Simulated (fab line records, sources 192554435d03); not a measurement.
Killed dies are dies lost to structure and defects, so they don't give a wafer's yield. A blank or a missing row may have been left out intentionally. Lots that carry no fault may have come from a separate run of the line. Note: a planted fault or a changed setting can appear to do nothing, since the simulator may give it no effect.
Which tool is to blame? :: flow n5Finfet :: 24 lots, 72 wafers sampled, at 6 steps of a route of 1938

== WHAT THE GAUGES SHOWED, per wafer ==
N5_BEOL_M2_THK_MEAS_53: measures by xrf.
lot: L074
measured: day 7 00:44
on: filmMetro-01
M2_THK (nm): 40.8 39.4 39.3

lot: L076
measured: day 7 05:53
on: filmMetro-01
M2_THK (nm): 40.6 40.6 40.4

lot: L075
measured: day 7 10:41
on: filmMetro-02
M2_THK (nm): 39.2 37.5 38.5

lot: L077
measured: day 7 16:23
on: filmMetro-01
M2_THK (nm): 39.3 36.6 39.0

lot: L078
measured: day 8 01:40
on: filmMetro-01
M2_THK (nm): 40.1 40.4 38.8

lot: L079
measured: day 8 06:14
on: filmMetro-02
M2_THK (nm): 39.5 38.9 35.0

lot: L080
measured: day 8 11:34
on: filmMetro-02
M2_THK (nm): 38.5 39.5 39.7

lot: L081
measured: day 8 13:25
on: filmMetro-02
M2_THK (nm): 41.5 37.2 40.9

lot: L082
measured: day 8 22:29
on: filmMetro-01
M2_THK (nm): 38.4 37.2 39.6

lot: L083
measured: day 9 03:48
on: filmMetro-02
M2_THK (nm): 42.7 38.5 38.5

lot: L084
measured: day 9 05:44
on: filmMetro-01
M2_THK (nm): 38.1 37.5 36.7

lot: L085
measured: day 9 23:29
on: filmMetro-02
M2_THK (nm): 36.6 36.5 35.7

lot: L086
measured: day 9 23:32
on: filmMetro-01
M2_THK (nm): 41.1 38.8 42.0

lot: L088
measured: day 10 06:25
on: filmMetro-01
M2_THK (nm): 41.0 39.8 37.3

lot: L087
measured: day 10 08:01
on: filmMetro-02
M2_THK (nm): 37.6 41.3 39.9

lot: L089
measured: day 10 13:04
on: filmMetro-01
M2_THK (nm): 37.2 38.4 39.4

lot: L091
measured: day 10 22:43
on: filmMetro-02
M2_THK (nm): 38.2 39.4 37.2

lot: L090
measured: day 10 23:11
on: filmMetro-02
M2_THK (nm): 38.7 41.9 38.3

lot: L093
measured: day 11 14:25
on: filmMetro-02
M2_THK (nm): 38.2 39.3 38.6

lot: L092
measured: day 12 08:41
on: filmMetro-01
M2_THK (nm): 38.5 36.3 37.8

lot: L094
measured: day 12 09:34
on: filmMetro-01
M2_THK (nm): 36.8 37.6 36.9

lot: L095
measured: day 12 11:53
on: filmMetro-02
M2_THK (nm): 35.7 36.3 39.0

lot: L096
measured: day 12 18:41
on: filmMetro-02
M2_THK (nm): 39.6 39.6 41.2

lot: L097
measured: day 12 23:18
on: filmMetro-01
M2_THK (nm): 37.8 41.8 41.1

== TOOL THAT RAN EACH LOT (tool first, then ch and the chambers of the sampled wafers, then the start) ==
lot: L074
N5_BEOL_M2_ANNEAL_80: pvdSputter-02, day 6 22:29
N5_BEOL_M2_SPUTTER_86: pvdSputter-02, day 6 22:50
N5_BEOL_M2_ANNEAL_87: pvdSputter-02, day 6 22:55
N5_BEOL_M2_SPUTTER_96: pvdSputter-02, day 6 23:56
N5_BEOL_M2_ANNEAL_51: rtpAnneal-01 ch 0, day 7 00:13

lot: L076
N5_BEOL_M2_ANNEAL_80: pvdSputter-01, day 7 03:37
N5_BEOL_M2_SPUTTER_86: pvdSputter-01, day 7 03:59
N5_BEOL_M2_ANNEAL_87: pvdSputter-01, day 7 04:04
N5_BEOL_M2_SPUTTER_96: pvdSputter-01, day 7 05:05
N5_BEOL_M2_ANNEAL_51: rtpAnneal-01 ch 0, day 7 05:17

lot: L075
N5_BEOL_M2_ANNEAL_80: pvdSputter-02, day 7 08:26
N5_BEOL_M2_SPUTTER_86: pvdSputter-02, day 7 08:48
N5_BEOL_M2_ANNEAL_87: pvdSputter-02, day 7 08:53
N5_BEOL_M2_SPUTTER_96: pvdSputter-02, day 7 09:54
N5_BEOL_M2_ANNEAL_51: rtpAnneal-01 ch 0, day 7 10:08

lot: L077
N5_BEOL_M2_ANNEAL_80: pvdSputter-01, day 7 14:00
N5_BEOL_M2_SPUTTER_86: pvdSputter-01, day 7 14:22
N5_BEOL_M2_ANNEAL_87: pvdSputter-01, day 7 14:26
N5_BEOL_M2_SPUTTER_96: pvdSputter-01, day 7 15:28
N5_BEOL_M2_ANNEAL_51: rtpAnneal-01 ch 0, day 7 15:49

lot: L078
N5_BEOL_M2_ANNEAL_80: pvdSputter-02, day 7 22:58
N5_BEOL_M2_SPUTTER_86: pvdSputter-02, day 7 23:41
N5_BEOL_M2_ANNEAL_87: pvdSputter-02, day 7 23:51
N5_BEOL_M2_SPUTTER_96: pvdSputter-02, day 8 00:52
N5_BEOL_M2_ANNEAL_51: rtpAnneal-02 ch 0, day 8 01:10

lot: L079
N5_BEOL_M2_ANNEAL_80: pvdSputter-01, day 8 03:59
N5_BEOL_M2_SPUTTER_86: pvdSputter-01, day 8 04:21
N5_BEOL_M2_ANNEAL_87: pvdSputter-01, day 8 04:26
N5_BEOL_M2_SPUTTER_96: pvdSputter-01, day 8 05:27
N5_BEOL_M2_ANNEAL_51: rtpAnneal-02 ch 0, day 8 05:39

lot: L080
N5_BEOL_M2_ANNEAL_80: pvdSputter-01, day 8 09:15
N5_BEOL_M2_SPUTTER_86: pvdSputter-01, day 8 09:37
N5_BEOL_M2_ANNEAL_87: pvdSputter-01, day 8 09:41
N5_BEOL_M2_SPUTTER_96: pvdSputter-01, day 8 10:43
N5_BEOL_M2_ANNEAL_51: rtpAnneal-01 ch 0, day 8 10:58

lot: L081
N5_BEOL_M2_ANNEAL_80: pvdSputter-03, day 8 10:58
N5_BEOL_M2_SPUTTER_86: pvdSputter-03, day 8 11:19
N5_BEOL_M2_ANNEAL_87: pvdSputter-03, day 8 11:24
N5_BEOL_M2_SPUTTER_96: pvdSputter-03, day 8 12:25
N5_BEOL_M2_ANNEAL_51: rtpAnneal-02 ch 0, day 8 12:52

lot: L082
N5_BEOL_M2_ANNEAL_80: pvdSputter-01, day 8 20:14
N5_BEOL_M2_SPUTTER_86: pvdSputter-01, day 8 20:36
N5_BEOL_M2_ANNEAL_87: pvdSputter-01, day 8 20:41
N5_BEOL_M2_SPUTTER_96: pvdSputter-01, day 8 21:42
N5_BEOL_M2_ANNEAL_51: rtpAnneal-01 ch 0, day 8 21:56

lot: L083
N5_BEOL_M2_ANNEAL_80: pvdSputter-03, day 9 01:32
N5_BEOL_M2_SPUTTER_86: pvdSputter-03, day 9 01:54
N5_BEOL_M2_ANNEAL_87: pvdSputter-03, day 9 01:59
N5_BEOL_M2_SPUTTER_96: pvdSputter-03, day 9 03:00
N5_BEOL_M2_ANNEAL_51: rtpAnneal-01 ch 0, day 9 03:12

lot: L084
N5_BEOL_M2_ANNEAL_80: pvdSputter-03, day 9 03:29
N5_BEOL_M2_SPUTTER_86: pvdSputter-03, day 9 03:51
N5_BEOL_M2_ANNEAL_87: pvdSputter-03, day 9 03:56
N5_BEOL_M2_SPUTTER_96: pvdSputter-03, day 9 04:57
N5_BEOL_M2_ANNEAL_51: rtpAnneal-02 ch 0, day 9 05:08

lot: L085
N5_BEOL_M2_ANNEAL_80: pvdSputter-02, day 9 21:14
N5_BEOL_M2_SPUTTER_86: pvdSputter-02, day 9 21:35
N5_BEOL_M2_ANNEAL_87: pvdSputter-02, day 9 21:40
N5_BEOL_M2_SPUTTER_96: pvdSputter-02, day 9 22:41
N5_BEOL_M2_ANNEAL_51: rtpAnneal-01 ch 0, day 9 23:01

lot: L086
N5_BEOL_M2_ANNEAL_80: pvdSputter-03, day 9 21:17
N5_BEOL_M2_SPUTTER_86: pvdSputter-03, day 9 21:38
N5_BEOL_M2_ANNEAL_87: pvdSputter-03, day 9 21:43
N5_BEOL_M2_SPUTTER_96: pvdSputter-03, day 9 22:44
N5_BEOL_M2_ANNEAL_51: rtpAnneal-02 ch 0, day 9 22:59

lot: L088
N5_BEOL_M2_ANNEAL_80: pvdSputter-02, day 10 04:10
N5_BEOL_M2_SPUTTER_86: pvdSputter-02, day 10 04:32
N5_BEOL_M2_ANNEAL_87: pvdSputter-02, day 10 04:37
N5_BEOL_M2_SPUTTER_96: pvdSputter-02, day 10 05:38
N5_BEOL_M2_ANNEAL_51: rtpAnneal-02 ch 0, day 10 05:50

lot: L087
N5_BEOL_M2_ANNEAL_80: pvdSputter-03, day 10 05:45
N5_BEOL_M2_SPUTTER_86: pvdSputter-03, day 10 06:07
N5_BEOL_M2_ANNEAL_87: pvdSputter-03, day 10 06:11
N5_BEOL_M2_SPUTTER_96: pvdSputter-03, day 10 07:13
N5_BEOL_M2_ANNEAL_51: rtpAnneal-02 ch 0, day 10 07:24

lot: L089
N5_BEOL_M2_ANNEAL_80: pvdSputter-01, day 10 10:48
N5_BEOL_M2_SPUTTER_86: pvdSputter-01, day 10 11:10
N5_BEOL_M2_ANNEAL_87: pvdSputter-01, day 10 11:14
N5_BEOL_M2_SPUTTER_96: pvdSputter-01, day 10 12:16
N5_BEOL_M2_ANNEAL_51: rtpAnneal-01 ch 0, day 10 12:28

lot: L091
N5_BEOL_M2_ANNEAL_80: pvdSputter-03, day 10 20:28
N5_BEOL_M2_SPUTTER_86: pvdSputter-03, day 10 20:49
N5_BEOL_M2_ANNEAL_87: pvdSputter-03, day 10 20:54
N5_BEOL_M2_SPUTTER_96: pvdSputter-03, day 10 21:55
N5_BEOL_M2_ANNEAL_51: rtpAnneal-01 ch 0, day 10 22:13

lot: L090
N5_BEOL_M2_ANNEAL_80: pvdSputter-02, day 10 20:55
N5_BEOL_M2_SPUTTER_86: pvdSputter-02, day 10 21:17
N5_BEOL_M2_ANNEAL_87: pvdSputter-02, day 10 21:22
N5_BEOL_M2_SPUTTER_96: pvdSputter-02, day 10 22:23
N5_BEOL_M2_ANNEAL_51: rtpAnneal-01 ch 0, day 10 22:38

lot: L093
N5_BEOL_M2_ANNEAL_80: pvdSputter-02, day 11 12:10
N5_BEOL_M2_SPUTTER_86: pvdSputter-02, day 11 12:31
N5_BEOL_M2_ANNEAL_87: pvdSputter-02, day 11 12:36
N5_BEOL_M2_SPUTTER_96: pvdSputter-02, day 11 13:37
N5_BEOL_M2_ANNEAL_51: rtpAnneal-02 ch 0, day 11 13:49

lot: L092
N5_BEOL_M2_ANNEAL_80: pvdSputter-01, day 12 06:10
N5_BEOL_M2_SPUTTER_86: pvdSputter-01, day 12 06:31
N5_BEOL_M2_ANNEAL_87: pvdSputter-01, day 12 06:36
N5_BEOL_M2_SPUTTER_96: pvdSputter-01, day 12 07:37
N5_BEOL_M2_ANNEAL_51: rtpAnneal-01 ch 0, day 12 07:55

lot: L094
N5_BEOL_M2_ANNEAL_80: pvdSputter-03, day 12 07:11
N5_BEOL_M2_SPUTTER_86: pvdSputter-03, day 12 07:33
N5_BEOL_M2_ANNEAL_87: pvdSputter-03, day 12 07:38
N5_BEOL_M2_SPUTTER_96: pvdSputter-03, day 12 08:39
N5_BEOL_M2_ANNEAL_51: rtpAnneal-02 ch 0, day 12 08:58

lot: L095
N5_BEOL_M2_ANNEAL_80: pvdSputter-03, day 12 09:38
N5_BEOL_M2_SPUTTER_86: pvdSputter-03, day 12 10:00
N5_BEOL_M2_ANNEAL_87: pvdSputter-03, day 12 10:05
N5_BEOL_M2_SPUTTER_96: pvdSputter-03, day 12 11:06
N5_BEOL_M2_ANNEAL_51: rtpAnneal-02 ch 0, day 12 11:23

lot: L096
N5_BEOL_M2_ANNEAL_80: pvdSputter-02, day 12 16:05
N5_BEOL_M2_SPUTTER_86: pvdSputter-02, day 12 16:26
N5_BEOL_M2_ANNEAL_87: pvdSputter-02, day 12 16:31
N5_BEOL_M2_SPUTTER_96: pvdSputter-02, day 12 17:32
N5_BEOL_M2_ANNEAL_51: rtpAnneal-01 ch 0, day 12 17:55

lot: L097
N5_BEOL_M2_ANNEAL_80: pvdSputter-01, day 12 19:25
N5_BEOL_M2_SPUTTER_86: pvdSputter-01, day 12 19:47
N5_BEOL_M2_ANNEAL_87: pvdSputter-01, day 12 19:52
N5_BEOL_M2_SPUTTER_96: pvdSputter-01, day 12 20:53
N5_BEOL_M2_ANNEAL_51: rtpAnneal-02 ch 0, day 12 22:45
- N5_BEOL_M2_ANNEAL_80: time 240 s.
- N5_BEOL_M2_SPUTTER_86: material Cu, target thk 4.5 nm, time 8.29 s.
- N5_BEOL_M2_ANNEAL_87: time 240 s.
- N5_BEOL_M2_SPUTTER_96: material Cu, target thk 4.5 nm, time 8.29 s.
- N5_BEOL_M2_ANNEAL_51: time 90 s.

== WHAT THE TOOLS THEMSELVES READ (means of the sampled wafers that have a number; where no wafer has one, the mark that the record gives instead) ==
N5_BEOL_M2_ANNEAL_80.
lot: L074
tool: pvdSputter-02
heaterPowerW (W): 888

lot: L076
tool: pvdSputter-01
heaterPowerW (W): 719

lot: L075
tool: pvdSputter-02
heaterPowerW (W): 866

lot: L077
tool: pvdSputter-01
heaterPowerW (W): 807

lot: L078
tool: pvdSputter-02
heaterPowerW (W): 860

lot: L079
tool: pvdSputter-01
heaterPowerW (W): 802

lot: L080
tool: pvdSputter-01
heaterPowerW (W): 720

lot: L081
tool: pvdSputter-03
heaterPowerW (W): 820

lot: L082
tool: pvdSputter-01
heaterPowerW (W): 787

lot: L083
tool: pvdSputter-03
heaterPowerW (W): 804

lot: L084
tool: pvdSputter-03
heaterPowerW (W): 875

lot: L085
tool: pvdSputter-02
heaterPowerW (W): 909

lot: L086
tool: pvdSputter-03
heaterPowerW (W): 821

lot: L088
tool: pvdSputter-02
heaterPowerW (W): 890

lot: L087
tool: pvdSputter-03
heaterPowerW (W): 845

lot: L089
tool: pvdSputter-01
heaterPowerW (W): 715

lot: L091
tool: pvdSputter-03
heaterPowerW (W): 830

lot: L090
tool: pvdSputter-02
heaterPowerW (W): 891

lot: L093
tool: pvdSputter-02
heaterPowerW (W): 842

lot: L092
tool: pvdSputter-01
heaterPowerW (W): 786

lot: L094
tool: pvdSputter-03
heaterPowerW (W): 818

lot: L095
tool: pvdSputter-03
heaterPowerW (W): 829

lot: L096
tool: pvdSputter-02
heaterPowerW (W): 876

lot: L097
tool: pvdSputter-01
heaterPowerW (W): 802

N5_BEOL_M2_SPUTTER_86.
lot: L074
tool: pvdSputter-02
throttleValvePct (%): 30.0

lot: L076
tool: pvdSputter-01
throttleValvePct (%): 29.4

lot: L075
tool: pvdSputter-02
throttleValvePct (%): 30.1

lot: L077
tool: pvdSputter-01
throttleValvePct (%): 28.2

lot: L078
tool: pvdSputter-02
throttleValvePct (%): 30.2

lot: L079
tool: pvdSputter-01
throttleValvePct (%): 28.3

lot: L080
tool: pvdSputter-01
throttleValvePct (%): 29.3

lot: L081
tool: pvdSputter-03
throttleValvePct (%): 31.4

lot: L082
tool: pvdSputter-01
throttleValvePct (%): 28.3

lot: L083
tool: pvdSputter-03
throttleValvePct (%): 31.5

lot: L084
tool: pvdSputter-03
throttleValvePct (%): 31.1

lot: L085
tool: pvdSputter-02
throttleValvePct (%): 30.0

lot: L086
tool: pvdSputter-03
throttleValvePct (%): 31.4

lot: L088
tool: pvdSputter-02
throttleValvePct (%): 30.6

lot: L087
tool: pvdSputter-03
throttleValvePct (%): 31.6

lot: L089
tool: pvdSputter-01
throttleValvePct (%): 29.0

lot: L091
tool: pvdSputter-03
throttleValvePct (%): 31.5

lot: L090
tool: pvdSputter-02
throttleValvePct (%): 30.2

lot: L093
tool: pvdSputter-02
throttleValvePct (%): 30.7

lot: L092
tool: pvdSputter-01
throttleValvePct (%): 27.6

lot: L094
tool: pvdSputter-03
throttleValvePct (%): 31.6

lot: L095
tool: pvdSputter-03
throttleValvePct (%): 31.3

lot: L096
tool: pvdSputter-02
throttleValvePct (%): 30.6

lot: L097
tool: pvdSputter-01
throttleValvePct (%): 28.6

N5_BEOL_M2_ANNEAL_87.
lot: L074
tool: pvdSputter-02
heaterPowerW (W): 888

lot: L076
tool: pvdSputter-01
heaterPowerW (W): 728

lot: L075
tool: pvdSputter-02
heaterPowerW (W): 861

lot: L077
tool: pvdSputter-01
heaterPowerW (W): 809

lot: L078
tool: pvdSputter-02
heaterPowerW (W): 862

lot: L079
tool: pvdSputter-01
heaterPowerW (W): 795

lot: L080
tool: pvdSputter-01
heaterPowerW (W): 735

lot: L081
tool: pvdSputter-03
heaterPowerW (W): 833

lot: L082
tool: pvdSputter-01
heaterPowerW (W): 788

lot: L083
tool: pvdSputter-03
heaterPowerW (W): 800

lot: L084
tool: pvdSputter-03
heaterPowerW (W): 875

lot: L085
tool: pvdSputter-02
heaterPowerW (W): 921

lot: L086
tool: pvdSputter-03
heaterPowerW (W): 826

lot: L088
tool: pvdSputter-02
heaterPowerW (W): 851

lot: L087
tool: pvdSputter-03
heaterPowerW (W): 845

lot: L089
tool: pvdSputter-01
heaterPowerW (W): 710

lot: L091
tool: pvdSputter-03
heaterPowerW (W): 836

lot: L090
tool: pvdSputter-02
heaterPowerW (W): 903

lot: L093
tool: pvdSputter-02
heaterPowerW (W): 824

lot: L092
tool: pvdSputter-01
heaterPowerW (W): 799

lot: L094
tool: pvdSputter-03
heaterPowerW (W): 828

lot: L095
tool: pvdSputter-03
heaterPowerW (W): 820

lot: L096
tool: pvdSputter-02
heaterPowerW (W): 880

lot: L097
tool: pvdSputter-01
heaterPowerW (W): 798

N5_BEOL_M2_SPUTTER_96.
lot: L074
tool: pvdSputter-02
throttleValvePct (%): 30.0

lot: L076
tool: pvdSputter-01
throttleValvePct (%): 29.4

lot: L075
tool: pvdSputter-02
throttleValvePct (%): 30.1

lot: L077
tool: pvdSputter-01
throttleValvePct (%): 28.2

lot: L078
tool: pvdSputter-02
throttleValvePct (%): 30.2

lot: L079
tool: pvdSputter-01
throttleValvePct (%): 28.1

lot: L080
tool: pvdSputter-01
throttleValvePct (%): 29.3

lot: L081
tool: pvdSputter-03
throttleValvePct (%): 31.5

lot: L082
tool: pvdSputter-01
throttleValvePct (%): 28.2

lot: L083
tool: pvdSputter-03
throttleValvePct (%): 31.4

lot: L084
tool: pvdSputter-03
throttleValvePct (%): 31.3

lot: L085
tool: pvdSputter-02
throttleValvePct (%): 30.2

lot: L086
tool: pvdSputter-03
throttleValvePct (%): 31.4

lot: L088
tool: pvdSputter-02
throttleValvePct (%): 30.6

lot: L087
tool: pvdSputter-03
throttleValvePct (%): 31.5

lot: L089
tool: pvdSputter-01
throttleValvePct (%): 29.1

lot: L091
tool: pvdSputter-03
throttleValvePct (%): 31.2

lot: L090
tool: pvdSputter-02
throttleValvePct (%): 30.3

lot: L093
tool: pvdSputter-02
throttleValvePct (%): 30.7

lot: L092
tool: pvdSputter-01
throttleValvePct (%): 27.7

lot: L094
tool: pvdSputter-03
throttleValvePct (%): 31.5

lot: L095
tool: pvdSputter-03
throttleValvePct (%): 31.5

lot: L096
tool: pvdSputter-02
throttleValvePct (%): 30.8

lot: L097
tool: pvdSputter-01
throttleValvePct (%): 28.7

N5_BEOL_M2_ANNEAL_51.
lot: L074
tool: rtpAnneal-01
wafer_temp_C_max: 226.02

lot: L076
tool: rtpAnneal-01
wafer_temp_C_max: 226.40

lot: L075
tool: rtpAnneal-01
wafer_temp_C_max: 225.88

lot: L077
tool: rtpAnneal-01
wafer_temp_C_max: 225.97

lot: L078
tool: rtpAnneal-02
wafer_temp_C_max: 226.10

lot: L079
tool: rtpAnneal-02
wafer_temp_C_max: 226.30

lot: L080
tool: rtpAnneal-01
wafer_temp_C_max: 226.03

lot: L081
tool: rtpAnneal-02
wafer_temp_C_max: 225.99

lot: L082
tool: rtpAnneal-01
wafer_temp_C_max: 225.97

lot: L083
tool: rtpAnneal-01
wafer_temp_C_max: 225.78

lot: L084
tool: rtpAnneal-02
wafer_temp_C_max: 226.15

lot: L085
tool: rtpAnneal-01
wafer_temp_C_max: 226.01

lot: L086
tool: rtpAnneal-02
wafer_temp_C_max: 226.09

lot: L088
tool: rtpAnneal-02
wafer_temp_C_max: 226.00

lot: L087
tool: rtpAnneal-02
wafer_temp_C_max: 226.32

lot: L089
tool: rtpAnneal-01
wafer_temp_C_max: 225.72

lot: L091
tool: rtpAnneal-01
wafer_temp_C_max: 225.73

lot: L090
tool: rtpAnneal-01
wafer_temp_C_max: 226.06

lot: L093
tool: rtpAnneal-02
wafer_temp_C_max: 226.08

lot: L092
tool: rtpAnneal-01
wafer_temp_C_max: 225.90

lot: L094
tool: rtpAnneal-02
wafer_temp_C_max: 226.25

lot: L095
tool: rtpAnneal-02
wafer_temp_C_max: 226.36

lot: L096
tool: rtpAnneal-01
wafer_temp_C_max: 226.13

lot: L097
tool: rtpAnneal-02
wafer_temp_C_max: 225.88

== THE ANSWER, worked out from the rows above alone ==
Rule: the usual values come from the lots themselves. The widest of any qualifying gaps counts: lots, ordered by their means at a reading, are off when they make up no more than a third of the lots, leave a main group of 4 or more, and stand apart from it by 3 or more times the standard deviation of that group's means. A main group whose means are all the same, to the digits that the tables above print for the reading, isn't used. A lot without any number at a reading at which 4 lots or more have one is off too. All remaining lots with rows at the step are treated as sound. Order of review: gauges by route order, followed by the tools' own readings, for which a lot's mean as printed above is used. The first step at which some lot is off is used, and at that step the reading that is off furthest; a lot without a number counts as furthest.
No lot is off at any reading shown: from this, nothing can be told.

== WHAT THE SIMULATOR HAD PUT IN ==
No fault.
